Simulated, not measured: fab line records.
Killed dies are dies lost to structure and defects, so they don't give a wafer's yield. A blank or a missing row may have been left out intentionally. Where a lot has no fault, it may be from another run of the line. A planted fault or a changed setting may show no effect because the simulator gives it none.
Chamber matching    flow n5_finfet    4 sister chambers for N5_ZERO_LAYER_ETCH_18 on rie_si-06
The step etches Si in HBr/Cl2, target depth 120 nm, time 40 s. 4 wafers are shown with their chamber, then 9 later ones without.

## EACH WAFER AND ITS CHAMBER
wafer   chamber  throttle_valve_pct (%)
L084.5  1        36.85
L085.2  0        36.10
L085.3  2        36.54
L085.4  3        36.19

## WAFERS WHOSE CHAMBER IS MISSING
wafer   throttle_valve_pct (%)
L086.1  36.11
L086.5  36.87
L086.6  36.13
L087.1  36.54
L087.3  36.86
L087.6  36.11
L093.1  36.85
L093.2  36.20
L093.4  36.54

## EACH ONE'S CHAMBER
wafer   from the rows above  in truth
L086.1  0                    0
L086.5  1                    1
L086.6  0                    0
L087.1  2                    2
L087.3  1                    1
L087.6  0                    0
L093.1  1                    1
L093.2  3                    3
L093.4  2                    2
Placed correctly: 9 of 9. Can't be placed from these rows: 0. Placed wrongly: 0.
How it was worked out, from the rows above alone: a wafer's distance from a chamber is the root of the sum, over the readings, of the square of ((its reading less the chamber's mean) divided by the reading's scatter). If the next closest chamber is less than 2 further off than the closest, the wafer can't be placed; otherwise it belongs to the closest. For every chamber, the mean is computed from those of its wafers that are shown. The scatter (one wafer shown for each chamber): square how far every hidden wafer sits from the nearest shown wafer, average those squares and take the square root.
